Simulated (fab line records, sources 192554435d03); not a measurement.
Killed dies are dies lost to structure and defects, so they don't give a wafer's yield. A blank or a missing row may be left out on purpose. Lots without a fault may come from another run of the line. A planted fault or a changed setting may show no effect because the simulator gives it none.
Chamber matching | flow n5_finfet | N5_SD_EPI_N_DESCUM_14 on rie_diel-01: 4 sister chambers
The step chemistry O2, time 7.9 s. 4 wafers are shown with their chamber, then 12 later ones without.

WAFERS WITH THEIR CHAMBER
wafer  | chamber | showerhead_plenum_p_Torr (Torr)
L081.6 | 2       | 1.97
L090.4 | 3       | 2.14
L090.5 | 1       | 2.01
L090.6 | 0       | 2.16

WAFERS WITHOUT THEIR CHAMBER
wafer  | showerhead_plenum_p_Torr (Torr)
L093.1 | 2.22
L093.5 | 2.22
L093.6 | 2.13
L095.1 | 2.16
L095.3 | 2.00
L095.5 | 2.16
L096.2 | 2.00
L096.4 | 2.22
L096.6 | 2.00
L097.2 | 2.22
L097.3 | 2.00
L097.4 | 2.13

WHICH CHAMBER EACH WENT THROUGH
wafer  | from the rows above     | in truth
L093.1 | can't be placed: 0 or 3 | 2
L093.5 | can't be placed: 0 or 3 | 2
L093.6 | can't be placed: 3 or 0 | 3
L095.1 | can't be placed: 0 or 3 | 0
L095.3 | can't be placed: 1 or 2 | 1
L095.5 | can't be placed: 0 or 3 | 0
L096.2 | can't be placed: 1 or 2 | 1
L096.4 | can't be placed: 0 or 3 | 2
L096.6 | can't be placed: 1 or 2 | 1
L097.2 | can't be placed: 0 or 3 | 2
L097.3 | can't be placed: 1 or 2 | 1
L097.4 | can't be placed: 3 or 0 | 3
Placed correctly: 0 of 12. Can't be placed from these rows: 12 (the true chamber is among the candidates in 8). Placed wrongly: 0.
How it was worked out, from the rows above alone: a wafer's distance from a chamber is the root of the sum, over the readings, of the square of ((its reading less the chamber's mean) divided by the reading's scatter). The wafer belongs to the nearest chamber; if the next one is less than 2 further off, it can't be placed. A chamber's mean is the mean of its shown wafers. The scatter: with one shown wafer a chamber, the root of the mean of the squares of how far each hidden wafer lies from its nearest shown one.
